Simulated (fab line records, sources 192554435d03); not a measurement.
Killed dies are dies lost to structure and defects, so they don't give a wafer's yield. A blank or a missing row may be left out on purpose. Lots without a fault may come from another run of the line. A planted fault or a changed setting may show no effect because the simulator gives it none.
Which tool did it? | flow n5_finfet | 24 lots, 72 wafers sampled, at 5 steps of a route of 1938

WHAT THE GAUGES READ, wafer by wafer
N5_MOL_CONTACT_COAG_INSPECT_57: inspects for defects (brightfield). Usual: raw_defect_count 228, standard deviation 49.
lot  | measured     | on                | raw_defect_count | flag
L074 | day 5 11:20  | defect_inspect-02 | 137 197 313      |
L075 | day 5 16:20  | defect_inspect-01 | 187 127 149      |
L076 | day 5 16:47  | defect_inspect-01 | 264 309 234      |
L078 | day 6 05:49  | defect_inspect-02 | 198 183 195      |
L077 | day 6 06:19  | defect_inspect-01 | 236 186 202      |
L079 | day 6 15:20  | defect_inspect-02 | 149 251 199      |
L080 | day 6 15:49  | defect_inspect-02 | 186 194 236      |
L081 | day 6 23:46  | defect_inspect-01 | 299 326 311      |
L082 | day 7 05:08  | defect_inspect-02 | 244 161 293      |
L083 | day 7 11:20  | defect_inspect-02 | 256 224 236      |
L084 | day 7 18:46  | defect_inspect-02 | 210 223 196      |
L085 | day 8 01:01  | defect_inspect-02 | 334 261 252      |
L086 | day 8 01:19  | defect_inspect-02 | 221 296 311      |
L087 | day 8 05:25  | defect_inspect-02 | 161 179 215      |
L088 | day 8 16:20  | defect_inspect-02 | 191 171 220      |
L089 | day 8 23:01  | defect_inspect-02 | 203 231 256      |
L090 | day 9 04:26  | defect_inspect-01 | 220 245 188      |
L091 | day 9 09:50  | defect_inspect-01 | 150 244 215      |
L092 | day 9 17:40  | defect_inspect-02 | 185 156 204      |
L093 | day 9 23:13  | defect_inspect-02 | 261 216 195      |
L094 | day 10 07:30 | defect_inspect-02 | 342 310 213      |
L095 | day 10 09:44 | defect_inspect-02 | 307 235 211      |
L096 | day 10 15:13 | defect_inspect-02 | 265 243 273      |
L097 | day 10 22:22 | defect_inspect-01 | 213 168 222      |

N5_BEOL_M0_SAQP_OVL_MEAS_15. Usual: M0_CORE_OVL 0.2 nm, standard deviation 0.66.
lot  | measured     | on         | M0_CORE_OVL (nm) | flag
L074 | day 5 20:15  | overlay-01 | -1.6 0.2 0.6     |
L075 | day 6 00:37  | overlay-02 | 0.0 1.2 1.2      |
L076 | day 6 03:15  | overlay-02 | 0.4 0.2 -1.0     |
L078 | day 6 13:23  | overlay-02 | 0.5 1.0 1.1      |
L077 | day 6 17:14  | overlay-02 | 0.9 0.3 0.9      |
L079 | day 6 23:04  | overlay-02 | 0.2 0.8 0.0      |
L080 | day 7 02:11  | overlay-01 | 0.4 1.1 0.1      |
L081 | day 7 08:35  | overlay-02 | 0.6 0.0 0.6      |
L082 | day 7 14:07  | overlay-01 | -0.2 0.2 0.6     |
L083 | day 7 18:53  | overlay-02 | 0.0 -1.1 0.2     |
L084 | day 8 02:44  | overlay-02 | 1.4 1.3 1.9      |
L085 | day 8 09:32  | overlay-01 | -0.2 0.6 0.6     |
L086 | day 8 13:06  | overlay-02 | 0.0 -1.1 -0.6    |
L087 | day 8 15:56  | overlay-01 | 1.7 1.0 0.9      |
L088 | day 9 00:55  | overlay-01 | 0.5 0.7 -0.1     |
L089 | day 9 08:29  | overlay-02 | 0.6 1.0 0.9      |
L090 | day 9 13:33  | overlay-02 | 0.6 -0.6 0.1     |
L091 | day 9 19:43  | overlay-01 | -0.9 -1.4 -1.0   |
L092 | day 10 03:16 | overlay-02 | -0.3 -0.3 0.1    |
L093 | day 10 06:47 | overlay-01 | 0.0 0.5 0.2      |
L094 | day 10 15:29 | overlay-02 | -0.8 0.9 0.8     |
L095 | day 10 18:44 | overlay-02 | 1.1 0.3 0.4      |
L096 | day 10 23:46 | overlay-01 | 0.6 0.5 0.4      |
L097 | day 11 07:37 | overlay-01 | 0.1 1.2 0.2      |

WHICH TOOL RAN EACH LOT (tool, then ch and the chambers of the sampled wafers, then the start)
lot  | N5_MOL_CONTACT_COAG_ETCH_66        | N5_MOL_CONTACT_COAG_ALD_133       | N5_BEOL_M0_SAQP_PECVD_04
L074 | rie_diel-01 ch 0,1,2, day 5 14:07  | ald_sin-01 ch 1,2, day 5 14:34    | pecvd-04 ch 2, day 5 19:44
L075 | rie_diel-03 ch 0,1, day 5 17:49    | ald_sin-02 ch 2,3, day 5 18:06    | pecvd-04 ch 0,2, day 6 00:01
L076 | rie_diel-03 ch 0,1,2, day 5 18:11  | ald_sin-03 ch 1,2,3, day 5 18:32  | pecvd-01 ch 1,2, day 6 02:38
L078 | rie_diel-06 ch 0,1,2, day 6 07:26  | ald_sin-03 ch 1,3, day 6 07:31    | pecvd-02 ch 0,1,2, day 6 12:47
L077 | rie_diel-01 ch 0,3, day 6 08:31    | ald_sin-02 ch 0,2,3, day 6 08:36  | pecvd-04 ch 0,1, day 6 16:44
L079 | rie_diel-01 ch 1,2,3, day 6 16:57  | ald_sin-01 ch 0,1, day 6 17:02    | pecvd-04 ch 0,1,2, day 6 22:33
L080 | rie_diel-06 ch 0,1,3, day 6 17:41  | ald_sin-02 ch 1,2,3, day 6 17:46  | pecvd-04 ch 0,1,2, day 7 01:33
L081 | rie_diel-06 ch 0,1,2, day 7 02:19  | ald_sin-03 ch 1,2,3, day 7 02:26  | pecvd-01 ch 1,2, day 7 07:56
L082 | rie_diel-06 ch 1,3, day 7 07:20    | ald_sin-02 ch 0,2,3, day 7 07:25  | pecvd-04 ch 0,1, day 7 13:38
L083 | rie_diel-06 ch 2,3, day 7 12:41    | ald_sin-02 ch 2,3, day 7 12:46    | pecvd-04 ch 0,1, day 7 18:16
L084 | rie_diel-03 ch 2,3, day 7 20:06    | ald_sin-02 ch 0,3, day 7 20:11    | pecvd-01 ch 0,1,2, day 8 02:07
L085 | rie_diel-01 ch 0,1,3, day 8 02:49  | ald_sin-01 ch 0,2,3, day 8 02:53  | pecvd-04 ch 1,2, day 8 08:55
L086 | rie_diel-03 ch 0,1,3, day 8 03:56  | ald_sin-03 ch 0,1,2, day 8 04:01  | pecvd-01 ch 0,2, day 8 12:37
L087 | rie_diel-01 ch 1,2,3, day 8 06:56  | ald_sin-02 ch 0,1, day 8 07:05    | pecvd-01 ch 1,2, day 8 15:19
L088 | rie_diel-06 ch 0,1,3, day 8 18:08  | ald_sin-02 ch 0,1,2, day 8 19:08  | pecvd-02 ch 0,1,2, day 9 00:18
L089 | rie_diel-01 ch 0,1, day 9 01:43    | ald_sin-02 ch 0,1,2, day 9 01:48  | pecvd-02 ch 0,2, day 9 07:52
L090 | rie_diel-01 ch 1,2,3, day 9 06:44  | ald_sin-02 ch 0,2, day 9 06:50    | pecvd-04 ch 0,1, day 9 12:55
L091 | rie_diel-01 ch 1,3, day 9 11:14    | ald_sin-01 ch 1,2,3, day 9 12:15  | pecvd-04 ch 0,1, day 9 19:11
L092 | rie_diel-01 ch 1,2,3, day 9 19:22  | ald_sin-03 ch 0,2,3, day 9 19:32  | pecvd-01 ch 0,1, day 10 02:40
L093 | rie_diel-03 ch 1,2,3, day 10 00:38 | ald_sin-01 ch 0,1,3, day 10 00:56 | pecvd-04 ch 0,1, day 10 06:17
L094 | rie_diel-03 ch 2,3, day 10 09:07   | ald_sin-03 ch 2,3, day 10 09:11   | pecvd-01 ch 0,2, day 10 15:01
L095 | rie_diel-01 ch 0,3, day 10 11:13   | ald_sin-03 ch 0,1,3, day 10 11:18 | pecvd-02 ch 0,2, day 10 18:08
L096 | rie_diel-01 ch 0,1,3, day 10 16:32 | ald_sin-01 ch 0,1, day 10 16:52   | pecvd-01 ch 0,1,2, day 10 23:08
L097 | rie_diel-03 ch 0,1,2, day 10 23:53 | ald_sin-02 ch 0,1, day 10 23:59   | pecvd-02 ch 1,2, day 11 07:08
- N5_MOL_CONTACT_COAG_ETCH_66: etches SiARC in CF4, target depth 13 nm, time 21.7 s.
- N5_MOL_CONTACT_COAG_ALD_133: deposits SiO2, target thk 5 nm, pulse time 1 s, co reactant pulse time 1 s.
- N5_BEOL_M0_SAQP_PECVD_04: deposits a-Si from SiH4/He, target thk 60 nm, time 60.2 s.

WHAT THE TOOLS THEMSELVES READ (means of the sampled wafers that have a number; where no wafer has one, the mark that the record gives instead)
N5_MOL_CONTACT_COAG_ETCH_66. Usual: drypump_motor_current_A 5.8 A, standard deviation 0.4; etch_rf_on_time_s 21.7 s, standard deviation 0.39; oes_product_au 0.69 a.u., standard deviation 0.066; rf_vpp_V 184.2 V, standard deviation 1.2; showerhead_plenum_p_Torr 2.16 Torr, standard deviation 0.065; throttle_valve_pct 15.64 %, standard deviation 0.29.
lot  | tool        | drypump_motor_current_A (A) | etch_rf_on_time_s (s) | oes_product_au (a.u.) | rf_vpp_V (V) | showerhead_plenum_p_Torr (Torr) | throttle_valve_pct (%) | flag
L074 | rie_diel-01 | 5.6                         | 21.5                  | 0.72                  | 183.8        | 2.17                            | 15.58                  |
L075 | rie_diel-03 | 5.9                         | 22.0                  | 0.68                  | 184.7        | 2.24                            | 15.68                  |
L076 | rie_diel-03 | 5.8                         | 21.9                  | 0.70                  | 185.5        | 2.25                            | 15.63                  |
L078 | rie_diel-06 | 6.2                         | 21.4                  | 0.68                  | 184.5        | 2.13                            | 15.83                  |
L077 | rie_diel-01 | 5.9                         | 22.2                  | 0.64                  | 183.8        | 2.11                            | 15.67                  |
L079 | rie_diel-01 | 5.8                         | 21.6                  | 0.64                  | 184.1        | 2.17                            | 15.54                  |
L080 | rie_diel-06 | 5.7                         | 21.3                  | 0.71                  | 184.1        | 2.13                            | 15.63                  |
L081 | rie_diel-06 | 6.1                         | 21.3                  | 0.68                  | 183.9        | 2.12                            | 15.85                  |
L082 | rie_diel-06 | 5.5                         | 21.2                  | 0.73                  | 183.6        | 2.14                            | 15.54                  |
L083 | rie_diel-06 | 6.3                         | 21.6                  | 0.67                  | 183.2        | 2.15                            | 15.85                  |
L084 | rie_diel-03 | 5.5                         | 22.4                  | 0.65                  | 183.8        | 2.17                            | 15.75                  |
L085 | rie_diel-01 | 5.7                         | 21.4                  | 0.75                  | 182.7        | 2.12                            | 15.39                  |
L086 | rie_diel-03 | 5.6                         | 22.3                  | 0.66                  | 184.3        | 2.17                            | 15.68                  |
L087 | rie_diel-01 | 5.8                         | 21.3                  | 0.71                  | 185.0        | 2.16                            | 15.41                  |
L088 | rie_diel-06 | 5.7                         | 21.3                  | 0.69                  | 183.6        | 2.13                            | 15.66                  |
L089 | rie_diel-01 | 5.5                         | 21.4                  | 0.73                  | 182.9        | 2.12                            | 15.64                  |
L090 | rie_diel-01 | 5.8                         | 21.5                  | 0.70                  | 184.4        | 2.16                            | 15.41                  |
L091 | rie_diel-01 | 5.7                         | 21.2                  | 0.72                  | 184.1        | 2.14                            | 15.24                  |
L092 | rie_diel-01 | 5.8                         | 21.5                  | 0.69                  | 183.6        | 2.16                            | 15.42                  |
L093 | rie_diel-03 | 5.5                         | 22.1                  | 0.67                  | 183.5        | 2.18                            | 15.64                  |
L094 | rie_diel-03 | 5.4                         | 21.8                  | 0.64                  | 184.9        | 2.16                            | 15.80                  |
L095 | rie_diel-01 | 5.9                         | 21.6                  | 0.75                  | 182.4        | 2.10                            | 15.39                  |
L096 | rie_diel-01 | 5.7                         | 21.6                  | 0.72                  | 183.5        | 2.12                            | 15.45                  |
L097 | rie_diel-03 | 5.8                         | 21.9                  | 0.67                  | 185.0        | 2.23                            | 15.70                  |

N5_MOL_CONTACT_COAG_ALD_133. Usual: heater_power_w 76 W, standard deviation 8.7; precursor_pulse_height_rel 1.000, standard deviation 0.02.
lot  | tool       | heater_power_w (W) | precursor_pulse_height_rel | flag
L074 | ald_sin-01 | 80                 | 0.996                      |
L075 | ald_sin-02 | 71                 | 1.009                      |
L076 | ald_sin-03 | 74                 | 1.013                      |
L078 | ald_sin-03 | 74                 | 0.996                      |
L077 | ald_sin-02 | 78                 | 0.998                      |
L079 | ald_sin-01 | 80                 | 1.009                      |
L080 | ald_sin-02 | 69                 | 1.024                      |
L081 | ald_sin-03 | 74                 | 0.973                      |
L082 | ald_sin-02 | 78                 | 0.989                      |
L083 | ald_sin-02 | 72                 | 1.011                      |
L084 | ald_sin-02 | 82                 | 1.000                      |
L085 | ald_sin-01 | 76                 | 0.994                      |
L086 | ald_sin-03 | 79                 | 0.989                      |
L087 | ald_sin-02 | 78                 | 1.002                      |
L088 | ald_sin-02 | 81                 | 1.002                      |
L089 | ald_sin-02 | 81                 | 1.020                      |
L090 | ald_sin-02 | 82                 | 0.986                      |
L091 | ald_sin-01 | 79                 | 0.990                      |
L092 | ald_sin-03 | 73                 | 0.991                      |
L093 | ald_sin-01 | 79                 | 1.003                      |
L094 | ald_sin-03 | 69                 | 1.000                      |
L095 | ald_sin-03 | 76                 | 1.007                      |
L096 | ald_sin-01 | 81                 | 0.998                      |
L097 | ald_sin-02 | 86                 | 0.990                      |

N5_BEOL_M0_SAQP_PECVD_04. Usual: heater_power_w 586 W, standard deviation 72; showerhead_plenum_p_Torr 5.65 Torr, standard deviation 0.085; throttle_valve_pct 18.8 %, standard deviation 1.3.
lot  | tool     | heater_power_w (W) | showerhead_plenum_p_Torr (Torr) | throttle_valve_pct (%) | flag
L074 | pecvd-04 | 494                | 5.65                            | 21.5                   |
L075 | pecvd-04 | 544                | 5.55                            | 19.6                   |
L076 | pecvd-01 | 677                | 5.67                            | 17.5                   |
L078 | pecvd-02 | 631                | 5.69                            | 18.7                   |
L077 | pecvd-04 | 523                | 5.61                            | 18.3                   |
L079 | pecvd-04 | 524                | 5.60                            | 19.5                   |
L080 | pecvd-04 | 493                | 5.61                            | 19.5                   |
L081 | pecvd-01 | 661                | 5.67                            | 18.3                   |
L082 | pecvd-04 | 514                | 5.55                            | 18.4                   |
L083 | pecvd-04 | 544                | 5.55                            | 18.7                   |
L084 | pecvd-01 | 683                | 5.69                            | 18.2                   |
L085 | pecvd-04 | 480                | 5.66                            | 20.5                   |
L086 | pecvd-01 | 679                | 5.73                            | 17.9                   |
L087 | pecvd-01 | 659                | 5.68                            | 17.6                   |
L088 | pecvd-02 | 587                | 5.70                            | 18.6                   |
L089 | pecvd-02 | 617                | 5.68                            | 18.4                   |
L090 | pecvd-04 | 533                | 5.55                            | 18.5                   |
L091 | pecvd-04 | 544                | 5.54                            | 18.4                   |
L092 | pecvd-01 | 654                | 5.72                            | 18.7                   |
L093 | pecvd-04 | 539                | 5.53                            | 18.7                   |
L094 | pecvd-01 | 698                | 5.72                            | 18.0                   |
L095 | pecvd-02 | 614                | 5.67                            | 18.5                   |
L096 | pecvd-01 | 679                | 5.70                            | 18.1                   |
L097 | pecvd-02 | 574                | 5.71                            | 19.1                   |

THE ANSWER, worked out from the rows above alone
Rule: a lot is off if the mean of its wafers that have a number lies more than 3 standard deviations from the usual mean. A lot without any number at a reading at which 4 lots or more have one is off too. The other lots that the step has rows for count as sound. The gauges are gone through in route order, then the tools' own readings, and for those a lot's mean is taken as printed above. The first step at which some lot is off is used, and at that step the reading that is off furthest; a lot without a number counts as furthest.
No lot is off at any reading shown: from this, nothing can be told.

WHAT THE SIMULATOR HAD PUT IN
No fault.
